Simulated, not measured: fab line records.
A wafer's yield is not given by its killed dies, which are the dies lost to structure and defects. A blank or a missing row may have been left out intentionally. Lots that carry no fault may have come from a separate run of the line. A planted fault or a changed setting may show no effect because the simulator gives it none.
Chamber matching + flow nand-harc + rie-diel-01 running NHARC_A_BLC_DESCUM_15: 4 sister chambers
The step chemistry O2, time 3 s. 16 wafers are shown with their chamber, then 8 later ones without.

## WAFERS WITH THEIR CHAMBER
| wafer  | chamber | drypump-motor-current-A (A) | showerhead-plenum-p-Torr (Torr) | oes-product-au (a.u.) |
|--------|---------|-----------------------------|---------------------------------|-----------------------|
| L078.1 | 3       | 6.2                         | 1.94                            | 1.006                 |
| L078.2 | 0       | 5.6                         | 1.87                            | 1.008                 |
| L078.6 | 3       | 6.2                         | 1.95                            | 0.999                 |
| L075.2 | 3       | 6.2                         | 1.94                            | 0.989                 |
| L075.4 | 1       | 5.3                         | 1.82                            | 0.987                 |
| L075.6 | 3       | 6.2                         | 1.94                            | 1.003                 |
| L081.2 | 0       | 5.6                         | 1.86                            | 0.989                 |
| L081.3 | 1       | 5.4                         | 1.82                            | 0.986                 |
| L081.5 | 3       | 6.2                         | 1.94                            | 0.995                 |
| L080.1 | 0       | 5.6                         | 1.86                            | 1.008                 |
| L080.2 | 3       | 6.2                         | 1.94                            | 1.006                 |
| L080.6 | 1       | 5.3                         | 1.82                            | 0.982                 |
| L082.1 | 0       | 5.6                         | 1.86                            | 0.997                 |
| L082.3 | 3       | 6.2                         | 1.94                            | 0.992                 |
| L082.6 | 2       | 5.6                         | 1.79                            | 0.982                 |
| L083.1 | 1       | 5.3                         | 1.82                            | 0.984                 |

SIGNATURES (means of the wafers above)
| reading                  | chamber 0 | chamber 1 | chamber 2 | chamber 3 | scatter within a chamber |
|--------------------------|-----------|-----------|-----------|-----------|--------------------------|
| drypump-motor-current-A  | 5.600     | 5.325     | 5.600     | 6.200     | 0.025                    |
| showerhead-plenum-p-Torr | 1.8625    | 1.8200    | 1.7900    | 1.9414    | 0.00366                  |
| oes-product-au           | 1.00050   | 0.98475   | 0.98200   | 0.99857   | 0.00677                  |
Rule: for each reading, subtract the chamber's mean from the wafer's reading, divide by that reading's scatter and square the result; add these up over the readings and take the root, which gives the wafer's distance from the chamber. If the next closest chamber is less than 2 further off than the closest, the wafer can't be placed; otherwise it belongs to the closest. The scatter is the square root of a quotient: the sum, over the shown wafers, of each reading's squared deviation from its chamber's mean, divided by wafers minus chambers.

## WAFERS MISSING THEIR CHAMBER
| wafer  | drypump-motor-current-A (A) | showerhead-plenum-p-Torr (Torr) | oes-product-au (a.u.) |
|--------|-----------------------------|---------------------------------|-----------------------|
| L083.3 | 6.2                         | 1.94                            | 1.009                 |
| L083.5 | 5.6                         | 1.79                            | 0.995                 |
| L086.2 | 5.6                         | 1.79                            | 0.993                 |
| L086.4 | 6.3                         | 1.94                            | 0.997                 |
| L086.5 | 5.3                         | 1.82                            | 0.991                 |
| L095.2 | 5.3                         | 1.82                            | 1.014                 |
| L095.4 | 5.6                         | 1.86                            | 1.005                 |
| L095.6 | 6.2                         | 1.94                            | 0.991                 |

## WHICH CHAMBER EACH WENT THROUGH
| wafer  | from the rows above | in truth |
|--------|---------------------|----------|
| L083.3 | 3                   | 3        |
| L083.5 | 2                   | 2        |
| L086.2 | 2                   | 2        |
| L086.4 | 3                   | 3        |
| L086.5 | 1                   | 1        |
| L095.2 | 1                   | 1        |
| L095.4 | 0                   | 0        |
| L095.6 | 3                   | 3        |
Placed correctly: 8 of 8. Number that these rows cannot place: 0. 0 placed wrongly.
